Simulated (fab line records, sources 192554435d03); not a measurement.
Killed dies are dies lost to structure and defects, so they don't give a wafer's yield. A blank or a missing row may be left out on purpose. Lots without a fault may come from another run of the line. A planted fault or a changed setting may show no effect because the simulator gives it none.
fab line records | flow n5_finfet
record lots=24 wafers=72 last_day=19
route steps=1938 shown BEOL_M11@1590 BEOL_M12@1602 BEOL_M13@1671
lots that met no fault: from a run of the same line without faults
start_h: hours from the record's first day to the start of the lot's first wafer shown | wait_h: hours since the lot's step before | " the same as in the row above | L1.1+2: a row that stands for several wafers | - no value, or no start given | * or withheld: withheld | < > ~ a bound
route shown NAME@n: a module of which the file shows steps, and the number in the route of the first | usual: mean/standard deviation of fault-free wafers | same: alike in all rows | chamber/n: place in a boat | sites: the reading at each site | _std_site: their standard deviation | _edge_site: outer sites' mean less inner sites' | radius_mm: how far each site lies from the wafer's centre | mask NAME#n: copy n | behind: the tool/chamber that last shaped the wafer | hold: why the lot was held/for how many hours/how that ended | device: the transistor (n, p or np) that didn't switch | end of line: the same wafers' tests at the end of the route | a step without rows: its recipe alone | killed: dies lost to structure and defects at the first sort, not the wafer's yield | map: a wafer's dies, x killed, . not, _ none there
set.NAME: the setting as run; set.NAME@STEP: as run at that earlier step | model.NAME: the simulator's own value behind a step, which no gauge read
steps of the route over a sample of lots; a table a step, a row a wafer
services: from which hour (start_h, from the record's first day; less than 0 if before it) a tool's chamber was out of use, for how many hours, and why
## steps
# step N5_BEOL_M11_ALD_74
# recipe material=TaN target_thk_a=20 temp_c=275 ald_precursor_family=PDMAT ald_co_reactant=NH3 pressure_torr=3 carrier_flow_sccm=1500 pulse_time_s=2 purge_time_s=3 co_reactant_purge_time_s=2 co_reactant_pulse_time_s=3 ald_cycles=40 precursor_vessel_temp_c=75 precursor_vessel_pressure_torr=26.25 precursor_vessel_carrier_sccm=1000
# usual heater_power_w=394/44
# columns lot.wafer tool chamber start_h wait_h heater_power_w
L076.2 ald_metal-01 1 273.28 0.0 459
L076.3 " 2 " " 457
L076.5 " 2 " " 466
L075.1 ald_metal-03 0 278.27 0.0 363
L075.3 " 1 " " 456
L075.6 " 3 " " 413
L074.1 ald_metal-02 0 278.59 0.0 343
L074.3 " 3 " " 363
L074.5 " 3 " " 369
L077.2 ald_metal-02 3 282.32 0.1 352
L077.4 " 1 " " 386
L077.6 " 0 " " 341
L078.1 ald_metal-02 0 290.14 0.1 334
L078.4 " 2 " " 347
L078.6 " 3 " " 362
L081.2 ald_metal-02 1 303.02 0.1 384
L081.4 " 3 " " 356
L081.6 " 0 " " 336
L079.1 ald_metal-01 2 303.20 0.2 454
L079.2 " 1 " " 451
L079.4 " 0 " " 483
L080.1 ald_metal-02 1 303.38 0.0 379
L080.3 " 2 " " 356
L080.4 " 3 " " 375
L085.2 ald_metal-01 3 315.88 0.0 403
L085.4 " 2 " " 460
L085.6 " 3 " " 401
L082.1 ald_metal-02 3 316.59 0.0 362
L082.4 " 2 " " 353
L082.6 " 3 " " 372
L083.1 ald_metal-01 1 322.25 0.1 441
L083.2 " 3 " " 400
L083.5 " 3 " " 402
L084.2 ald_metal-02 3 334.49 0.0 362
L084.4 " 2 " " 352
L084.5 " 3 " " 368
L087.3 ald_metal-03 0 339.73 0.0 367
L087.4 " 3 " " 422
L087.5 " 1 " " 449
L089.1 ald_metal-02 1 343.04 0.2 370
L089.2 " 3 " " 368
L089.4 " 1 " " 384
L086.2 ald_metal-03 2 343.29 0.3 443
L086.4 " 3 " " 426
L086.5 " 1 " " 441
L090.1 ald_metal-03 3 362.41 0.2 413
L090.4 " 0 " " 361
L090.6 " 3 " " 426
L088.1 ald_metal-01 0 362.54 0.3 433
L088.2 " 1 " " 392
L088.5 " 2 " " 407
L092.2 ald_metal-02 1 382.77 0.2 377
L092.3 " 3 " " 362
L092.5 " 1 " " 380
L091.1 ald_metal-01 1 383.01 0.1 379
L091.2 " 2 " " 409
L091.4 " 2 " " 398
L095.1 ald_metal-03 3 389.01 0.0 424
L095.3 " 2 " " 453
L095.4 " 1 " " 462
L094.3 ald_metal-02 1 389.31 0.0 387
L094.4 " 3 " " 363
L094.5 " 3 " " 356
L096.1 ald_metal-03 3 389.93 0.1 414
L096.3 " 1 " " 454
L096.4 " 2 " " 460
L093.2 ald_metal-02 3 391.23 0.1 354
L093.4 " 1 " " 379
L093.6 " 0 " " 333
L097.1 ald_metal-02 2 406.60 0.1 353
L097.3 " 0 " " 337
L097.6 " 2 " " 358
# step N5_BEOL_M12_ILD_DEP_00
# recipe material=SiOC target_thk_a=6589.2 temp_c=350 precursor=DEMS/O2 pressure_torr=5 rf_w=500 time_s=130.7
# usual heater_power_w=475/58 showerhead_plenum_p_Torr=5.693/0.014 throttle_valve_pct=12.5/0.83
# columns lot.wafer tool chamber start_h wait_h heater_power_w showerhead_plenum_p_Torr throttle_valve_pct
L076.2 pecvd-02 2 275.03 0.0 541 5.678 11.8
L076.3 " 1 " " 552 5.678 13.1
L076.5 " 0 " " 384 5.697 12.4
L075.1 pecvd-03 2 279.73 0.0 450 5.690 11.1
L075.3 " 0 " " 494 5.701 13.6
L075.6 " 0 " " 535 5.699 13.6
L074.1 pecvd-03 1 280.05 0.0 421 5.688 13.2
L074.3 " 2 " " 431 5.712 11.2
L074.5 " 1 " " 446 5.696 13.3
L077.2 pecvd-04 2 284.09 0.0 501 5.667 11.6
L077.4 " 0 " " 514 5.701 12.0
L077.6 " 2 " " 403 5.662 11.3
L078.1 pecvd-02 2 291.94 0.0 481 5.670 12.0
L078.4 " 0 " " 430 5.717 12.7
L078.6 " 2 " " 519 5.676 11.8
L081.2 pecvd-04 0 305.05 0.0 533 5.696 12.0
L081.4 " 1 " " 368 5.709 12.6
L081.6 " 0 " " 554 5.705 11.9
L079.1 pecvd-04 0 305.32 0.0 541 5.694 12.2
L079.2 " 2 " " 434 5.665 11.5
L079.4 " 1 " " 452 5.686 12.3
L080.1 pecvd-03 1 306.52 0.0 431 5.690 13.3
L080.3 " 0 " " 545 5.706 13.6
L080.4 " 2 " " 374 5.697 11.1
L085.2 pecvd-03 1 317.40 0.0 448 5.682 13.0
L085.4 " 1 " " 451 5.690 13.1
L085.6 " 2 " " 452 5.695 11.4
L082.1 pecvd-02 1 319.88 0.0 471 5.682 12.8
L082.4 " 1 " " 494 5.669 12.6
L082.6 " 2 " " 447 5.658 11.7
L083.1 pecvd-03 1 325.56 0.0 397 5.685 13.3
L083.2 " 0 " " 576 5.701 13.6
L083.5 " 0 " " 467 5.711 13.5
L084.2 pecvd-03 1 336.15 0.0 432 5.689 13.0
L084.4 " 1 " " 444 5.701 13.3
L084.5 " 0 " " 574 5.691 13.4
L087.3 pecvd-04 0 341.69 0.0 528 5.695 12.1
L087.4 " 2 " " 458 5.669 11.4
L087.5 " 1 " " 374 5.693 12.6
L089.1 pecvd-02 2 344.86 0.0 518 5.663 11.7
L089.2 " 1 " " 498 5.694 12.7
L089.4 " 0 " " 454 5.723 12.9
L086.2 pecvd-03 1 345.16 0.0 467 5.690 12.9
L086.4 " 1 " " 372 5.703 13.3
L086.5 " 0 " " 589 5.705 13.6
L090.1 pecvd-03 1 363.98 0.0 446 5.696 13.2
L090.4 " 1 " " 464 5.695 12.9
L090.6 " 2 " " 442 5.708 11.3
L088.1 pecvd-03 1 364.44 0.0 395 5.691 12.9
L088.2 " 0 " " 564 5.694 13.5
L088.5 " 0 " " 581 5.698 13.4
L092.2 pecvd-02 2 384.38 0.0 515 5.684 11.7
L092.3 " 1 " " 565 5.681 12.9
L092.5 " 1 " " 443 5.686 13.0
L091.1 pecvd-03 1 384.54 0.0 470 5.700 13.2
L091.2 " 2 " " 465 5.719 11.5
L091.4 " 2 " " 386 5.685 11.4
L095.1 pecvd-03 1 390.89 0.0 380 5.689 13.4
L095.3 " 2 " " 467 5.695 11.5
L095.4 " 1 " " 397 5.700 13.1
L094.3 pecvd-04 2 391.17 0.1 405 5.668 11.6
L094.4 " 0 " " 517 5.694 12.1
L094.5 " 0 " " 527 5.681 11.9
L096.1 pecvd-03 2 391.84 0.0 403 5.706 11.5
L096.3 " 1 " " 456 5.689 12.7
L096.4 " 2 " " 437 5.709 11.6
L093.2 pecvd-02 0 392.81 0.0 486 5.699 12.8
L093.4 " 0 " " 489 5.708 12.8
L093.6 " 1 " " 539 5.687 13.1
L097.1 pecvd-03 0 408.85 0.0 544 5.703 13.5
L097.3 " 2 " " 398 5.710 11.7
L097.6 " 0 " " 551 5.696 13.6
# step N5_BEOL_M12_CD_MEAS_10
# recipe target_cd_nm=140 landing_energy_ev=500 detector=se_inlens polarity=opening
# usual cd_nm=139.2/2.6
# columns lot.wafer tool chamber start_h wait_h cd_nm
L076.2 cd_sem-02 0 275.59 - 141.3
L076.3 " 0 " " 146.1
L076.5 " 0 " " 141.4
L075.1 cd_sem-02 0 280.16 - 135.3
L075.3 " 0 " " 138.0
L075.6 " 0 " " 139.2
L074.1 cd_sem-01 0 280.61 - 135.8
L074.3 " 0 " " 137.9
L074.5 " 0 " " 137.8
L077.2 cd_sem-02 0 284.65 - 139.8
L077.4 " 0 " " 139.5
L077.6 " 0 " " 140.6
L078.1 cd_sem-01 0 292.37 - 134.8
L078.4 " 0 " " 139.1
L078.6 " 0 " " 138.5
L081.2 cd_sem-01 0 305.48 - 135.7
L081.4 " 0 " " 132.7
L081.6 " 0 " " 137.9
L079.1 cd_sem-01 0 305.88 - 138.2
L079.2 " 0 " " 138.9
L079.4 " 0 " " 137.0
L080.1 cd_sem-03 0 306.95 - 140.3
L080.3 " 0 " " 140.1
L080.4 " 0 " " 142.3
L085.2 cd_sem-02 0 317.97 - 136.9
L085.4 " 0 " " 134.1
L085.6 " 0 " " 132.9
L082.1 cd_sem-01 0 320.44 - 143.6
L082.4 " 0 " " 138.8
L082.6 " 0 " " 141.4
L083.1 cd_sem-03 0 326.12 - 142.6
L083.2 " 0 " " 143.5
L083.5 " 0 " " 139.1
L084.2 cd_sem-03 0 336.76 - 137.4
L084.4 " 0 " " 140.0
L084.5 " 0 " " 137.7
L087.3 cd_sem-01 0 342.26 - 140.5
L087.4 " 0 " " 139.5
L087.5 " 0 " " 141.7
L089.1 cd_sem-03 0 345.29 - 137.7
L089.2 " 0 " " 133.0
L089.4 " 0 " " 136.7
L086.2 cd_sem-01 0 345.60 - 139.7
L086.4 " 0 " " 139.2
L086.5 " 0 " " 136.5
L090.1 cd_sem-03 0 364.42 - 140.0
L090.4 " 0 " " 139.2
L090.6 " 0 " " 137.9
L088.1 cd_sem-03 0 364.99 - 142.2
L088.2 " 0 " " 138.7
L088.5 " 0 " " 139.7
L092.2 cd_sem-02 0 384.94 - 140.3
L092.3 " 0 " " 143.2
L092.5 " 0 " " 142.2
L091.1 cd_sem-03 0 385.10 - 139.4
L091.2 " 0 " " 140.8
L091.4 " 0 " " 139.7
L095.1 cd_sem-01 0 391.45 - 140.5
L095.3 " 0 " " 137.4
L095.4 " 0 " " 138.1
L094.3 cd_sem-02 0 391.73 - 138.5
L094.4 " 0 " " 136.5
L094.5 " 0 " " 138.0
L096.1 cd_sem-03 0 392.39 - 138.5
L096.3 " 0 " " 139.6
L096.4 " 0 " " 141.1
L093.2 cd_sem-01 0 393.25 - 144.1
L093.4 " 0 " " 141.8
L093.6 " 0 " " 143.0
L097.1 cd_sem-02 0 409.28 - 140.3
L097.3 " 0 " " 138.4
L097.6 " 0 " " 141.5
# step N5_BEOL_M12_INSPECT_12
# recipe mode=adi inspect_instrument=macro
# usual raw_defect_count=2.2/1.4
# columns lot.wafer tool chamber start_h wait_h raw_defect_count
L076.2 defect_inspect-01 - 275.64 0.0 2
L076.3 " - " " 3
L076.5 " - " " 4
L075.1 defect_inspect-01 - 280.22 0.0 1
L075.3 " - " " 3
L075.6 " - " " 0
L074.1 defect_inspect-01 - 280.67 0.0 2
L074.3 " - " " 1
L074.5 " - " " 0
L077.2 defect_inspect-01 - 284.70 0.0 2
L077.4 " - " " 4
L077.6 " - " " 0
L078.1 defect_inspect-01 - 292.42 0.0 0
L078.4 " - " " 3
L078.6 " - " " 5
L081.2 defect_inspect-01 - 305.54 0.0 3
L081.4 " - " " 4
L081.6 " - " " 4
L079.1 defect_inspect-02 - 305.93 0.0 0
L079.2 " - " " 1
L079.4 " - " " 4
L080.1 defect_inspect-01 - 307.01 0.0 7
L080.3 " - " " 3
L080.4 " - " " 1
L085.2 defect_inspect-02 - 318.02 0.0 2
L085.4 " - " " 5
L085.6 " - " " 1
L082.1 defect_inspect-01 - 320.51 0.0 2
L082.4 " - " " 2
L082.6 " - " " 3
L083.1 defect_inspect-02 - 326.18 0.0 0
L083.2 " - " " 3
L083.5 " - " " 0
L084.2 defect_inspect-01 - 336.82 0.0 2
L084.4 " - " " 2
L084.5 " - " " 2
L087.3 defect_inspect-02 - 342.31 0.0 2
L087.4 " - " " 2
L087.5 " - " " 1
L089.1 defect_inspect-01 - 345.35 0.0 2
L089.2 " - " " 3
L089.4 " - " " 2
L086.2 defect_inspect-02 - 345.65 0.0 4
L086.4 " - " " 0
L086.5 " - " " 3
L090.1 defect_inspect-01 - 364.47 0.0 2
L090.4 " - " " 3
L090.6 " - " " 2
L088.1 defect_inspect-02 - 365.05 0.0 2
L088.2 " - " " 1
L088.5 " - " " 1
L092.2 defect_inspect-01 - 385.00 0.0 1
L092.3 " - " " 2
L092.5 " - " " 2
L091.1 defect_inspect-02 - 385.16 0.0 0
L091.2 " - " " 1
L091.4 " - " " 2
L095.1 defect_inspect-01 - 391.51 0.0 3
L095.3 " - " " 1
L095.4 " - " " 4
L094.3 defect_inspect-01 - 391.78 0.0 2
L094.4 " - " " 3
L094.5 " - " " 1
L096.1 defect_inspect-01 - 392.45 0.0 7
L096.3 " - " " 2
L096.4 " - " " 3
L093.2 defect_inspect-01 - 393.30 0.0 4
L093.4 " - " " 0
L093.6 " - " " 3
L097.1 defect_inspect-01 - 409.34 0.0 0
L097.3 " - " " 2
L097.6 " - " " 1
# step N5_BEOL_M12_VIA_ETCH_16
# recipe chemistry=C4F8/O2/Ar target=SiOC pressure_mtorr=30 source_w=3000 bias_w=700 Ar_flow_sccm=400 C4F8_flow_sccm=15 O2_flow_sccm=8 he_inner_torr=15 he_outer_torr=30 target_depth_a=7248 time_s=withheld ion_energy_ev=250 ends=cleared
# usual chamber_pressure_mTorr=30.003/0.025 drypump_motor_current_A=5.7/0.38 oes_product_au=0.73/0.055 rf_vpp_V=666/4.4 showerhead_plenum_p_Torr=3.44/0.16 throttle_valve_pct=24.22/0.24
# columns lot.wafer tool chamber start_h wait_h chamber_pressure_mTorr drypump_motor_current_A oes_product_au rf_vpp_V showerhead_plenum_p_Torr throttle_valve_pct
L076.2 rie_diel-01 1 277.14 0.0 29.970 5.8 0.76 661 3.33 24.10
L076.3 " 3 " " 29.980 6.4 0.75 670 3.63 24.61
L076.5 " 3 " " 29.966 6.5 0.74 670 3.63 24.61
L075.1 rie_diel-01 2 280.68 0.0 30.003 5.1 0.78 663 3.31 23.82
L075.3 " 1 " " 30.070 5.8 0.76 664 3.32 24.11
L075.6 " 3 " " 30.009 6.5 0.75 670 3.63 24.61
L074.1 rie_diel-03 1 280.79 0.0 29.996 5.5 0.74 669 3.59 24.31
L074.3 " 2 " " 29.984 5.7 0.85 671 3.63 24.11
L074.5 " 1 " " 30.017 5.4 0.75 670 3.59 24.32
L077.2 rie_diel-01 3 284.82 0.0 30.047 6.4 0.75 672 3.63 24.62
L077.4 " 2 " " 29.960 5.1 0.78 662 3.31 23.82
L077.6 " 1 " " 30.024 5.8 0.75 663 3.32 24.11
L078.1 rie_diel-03 0 292.99 0.0 30.000 5.6 0.79 671 3.60 23.81
L078.4 " 1 " " 29.996 5.5 0.75 671 3.58 24.30
L078.6 " 2 " " 30.012 5.6 0.83 671 3.63 24.10
L081.2 rie_diel-03 3 305.66 0.0 29.973 6.4 0.61 664 3.36 23.94
L081.4 " 1 " " 30.016 5.4 0.74 671 3.58 24.32
L081.6 " 3 " " 29.976 6.5 0.62 664 3.36 23.96
L079.1 rie_diel-03 0 306.05 0.0 29.998 5.6 0.77 670 3.60 23.84
L079.2 " 1 " " 30.008 5.4 0.74 671 3.58 24.29
L079.4 " 2 " " 29.994 5.7 0.82 672 3.63 24.12
L080.1 rie_diel-01 0 307.69 0.0 29.977 5.6 0.74 663 3.33 24.23
L080.3 " 3 " " 30.046 6.5 0.74 671 3.62 24.62
L080.4 " 1 " " 30.017 5.8 0.74 662 3.32 24.12
L085.2 rie_diel-05 2 318.16 0.0 29.995 5.6 0.72 670 3.55 24.07
L085.4 " 3 " " 29.993 5.5 0.79 668 3.49 24.27
L085.6 " 1 " " 29.967 5.5 0.76 662 3.35 24.29
L082.1 rie_diel-03 2 320.67 0.0 30.020 5.7 0.80 671 3.62 24.15
L082.4 " 3 " " 30.004 6.4 0.62 662 3.35 23.99
L082.6 " 1 " " 30.047 5.4 0.73 670 3.58 24.33
L083.1 rie_diel-05 1 326.30 0.0 29.991 5.6 0.76 662 3.35 24.28
L083.2 " 0 " " 30.015 5.5 0.68 658 3.14 24.54
L083.5 " 1 " " 30.020 5.6 0.75 663 3.35 24.28
L084.2 rie_diel-03 3 336.94 0.0 30.015 6.5 0.61 666 3.35 23.99
L084.4 " 1 " " 29.986 5.5 0.73 670 3.57 24.32
L084.5 " 2 " " 30.014 5.7 0.80 670 3.62 24.16
L087.3 rie_diel-03 3 342.43 0.0 30.017 6.5 0.61 664 3.35 23.98
L087.4 " 2 " " 29.988 5.7 0.79 669 3.62 24.17
L087.5 " 3 " " 30.016 6.5 0.61 665 3.35 23.99
L089.1 rie_diel-05 0 345.47 0.0 29.987 5.5 0.67 658 3.14 24.54
L089.2 " 3 " " 30.016 5.5 0.77 668 3.48 24.26
L089.4 " 1 " " 30.033 5.6 0.75 664 3.35 24.28
L086.2 rie_diel-05 1 345.84 0.0 29.961 5.6 0.75 662 3.35 24.28
L086.4 " 2 " " 30.013 5.6 0.70 671 3.55 24.10
L086.5 " 0 " " 30.041 5.5 0.66 657 3.14 24.56
L090.1 rie_diel-01 1 364.59 0.0 30.026 5.8 0.72 662 3.31 24.15
L090.4 " 3 " " 29.994 6.5 0.71 670 3.61 24.65
L090.6 " 1 " " 29.994 5.8 0.72 662 3.31 24.14
L088.1 rie_diel-03 2 365.17 0.0 29.989 5.7 0.77 671 3.61 24.17
L088.2 " 1 " " 30.026 5.5 0.72 668 3.57 24.34
L088.5 " 0 " " 30.002 5.7 0.76 671 3.59 23.87
L092.2 rie_diel-05 0 385.12 0.0 30.036 5.6 0.66 658 3.13 24.59
L092.3 " 1 " " 29.984 5.6 0.72 662 3.34 24.30
L092.5 " 1 " " 30.047 5.5 0.73 663 3.34 24.28
L091.1 rie_diel-01 3 385.28 0.0 30.003 6.5 0.71 670 3.60 24.67
L091.2 " 2 " " 30.026 5.1 0.73 663 3.29 23.87
L091.4 " 2 " " 30.037 5.1 0.73 662 3.29 23.89
L095.1 rie_diel-03 3 391.91 0.0 29.950 6.5 0.85 664 3.34 23.67
L095.3 " 1 " " 29.989 5.5 0.70 669 3.56 24.35
L095.4 " 2 " " 30.024 5.6 0.76 672 3.61 24.18
L094.3 rie_diel-05 1 391.95 0.0 30.041 5.6 0.73 662 3.34 24.28
L094.4 " 0 " " 29.956 5.6 0.66 657 3.13 24.57
L094.5 " 0 " " 29.993 5.5 0.65 657 3.13 24.57
L096.1 rie_diel-05 0 392.57 0.0 29.998 5.5 0.66 658 3.13 24.57
L096.3 " 1 " " 30.042 5.5 0.72 663 3.34 24.31
L096.4 " 2 " " 29.931 5.6 0.70 671 3.54 24.09
L093.2 rie_diel-01 3 393.61 0.1 29.995 6.5 0.70 670 3.60 24.68
L093.4 " 1 " " 29.982 5.8 0.72 663 3.30 24.17
L093.6 " 1 " " 30.027 5.9 0.71 662 3.30 24.14
L097.1 rie_diel-05 2 409.46 0.0 30.019 5.6 0.70 668 3.54 24.12
L097.3 " 0 " " 30.000 5.6 0.66 657 3.13 24.59
L097.6 " 0 " " 29.981 5.5 0.66 656 3.13 24.57
# step N5_BEOL_M13_INSPECT_12
# recipe mode=adi inspect_instrument=macro
# usual raw_defect_count=2.1/1.4
# columns lot.wafer tool chamber start_h wait_h raw_defect_count
L076.2 defect_inspect-01 - 283.51 0.0 4
L076.3 " - " " 2
L076.5 " - " " 3
L075.1 defect_inspect-01 - 285.37 0.0 1
L075.3 " - " " 0
L075.6 " - " " 2
L074.1 defect_inspect-02 - 286.46 0.0 1
L074.3 " - " " 1
L074.5 " - " " 2
L077.2 defect_inspect-01 - 289.92 0.0 1
L077.4 " - " " 2
L077.6 " - " " 4
L078.1 defect_inspect-01 - 297.83 0.0 3
L078.4 " - " " 0
L078.6 " - " " 1
L081.2 defect_inspect-01 - 311.59 0.0 2
L081.4 " - " " 2
L081.6 " - " " 1
L079.1 defect_inspect-02 - 313.79 0.0 2
L079.2 " - " " 2
L079.4 " - " " 2
L080.1 defect_inspect-02 - 313.99 0.0 1
L080.3 " - " " 1
L080.4 " - " " 1
L085.2 defect_inspect-01 - 326.38 0.0 2
L085.4 " - " " 3
L085.6 " - " " 2
L082.1 defect_inspect-01 - 327.27 0.0 5
L082.4 " - " " 2
L082.6 " - " " 3
L083.1 defect_inspect-01 - 332.13 0.0 5
L083.2 " - " " 5
L083.5 " - " " 6
L084.2 defect_inspect-01 - 340.96 0.0 1
L084.4 " - " " 1
L084.5 " - " " 2
L087.3 defect_inspect-02 - 346.27 0.0 3
L087.4 " - " " 3
L087.5 " - " " 7
L089.1 defect_inspect-01 - 350.85 0.0 3
L089.2 " - " " 3
L089.4 " - " " 1
L086.2 defect_inspect-01 - 352.15 0.0 4
L086.4 " - " " 1
L086.5 " - " " 2
L090.1 defect_inspect-02 - 371.11 0.0 1
L090.4 " - " " 2
L090.6 " - " " 0
L088.1 defect_inspect-01 - 371.51 0.0 3
L088.2 " - " " 2
L088.5 " - " " 1
L092.2 defect_inspect-01 - 390.69 0.0 1
L092.3 " - " " 0
L092.5 " - " " 4
L091.1 defect_inspect-02 - 390.84 0.0 1
L091.2 " - " " 1
L091.4 " - " " 4
L095.1 defect_inspect-01 - 396.60 0.0 6
L095.3 " - " " 1
L095.4 " - " " 3
L094.3 defect_inspect-02 - 397.98 0.0 1
L094.4 " - " " 2
L094.5 " - " " 2
L096.1 defect_inspect-01 - 399.07 0.0 2
L096.3 " - " " 2
L096.4 " - " " 2
L093.2 defect_inspect-01 - 399.52 0.0 4
L093.4 " - " " 2
L093.6 " - " " 2
L097.1 defect_inspect-01 - 415.82 0.0 2
L097.3 " - " " 3
L097.6 " - " " 2
## services
# columns tool chamber start_h hours kind
rie_diel-03 - 255.51 15.6 pm
rie_diel-05 - 266.94 15.6 pm
ald_metal-03 - 272.17 0.7 repair
rie_diel-01 - 288.94 2.8 pm
rie_diel-05 0 293.56 3.4 repair
ald_metal-02 0 313.94 42.3 repair
ald_metal-02 - 325.76 1.2 pm
pecvd-03 - 331.36 0.6 repair
ald_metal-01 0 331.98 3.4 repair
pecvd-03 2 335.42 2.1 scheduled_down
ald_metal-01 - 337.25 14.0 pm
ald_metal-03 - 344.92 6.0 pm
rie_diel-03 3 348.27 - clean
rie_diel-03 3 348.27 - consumable_replace:focus_ring
rie_diel-03 3 348.27 19.9 scheduled_down
ald_metal-02 - 350.92 2.8 pm
pecvd-03 1 354.73 2.1 scheduled_down
ald_metal-02 - 361.94 1.3 repair
ald_metal-01 0 375.55 11.8 repair
pecvd-02 - 376.57 1.0 repair
rie_diel-05 2 381.55 8.7 repair
rie_diel-01 2 385.76 11.6 repair
ald_metal-01 - 385.93 2.8 pm
ald_metal-01 3 392.21 6.3 repair
## key
fault none
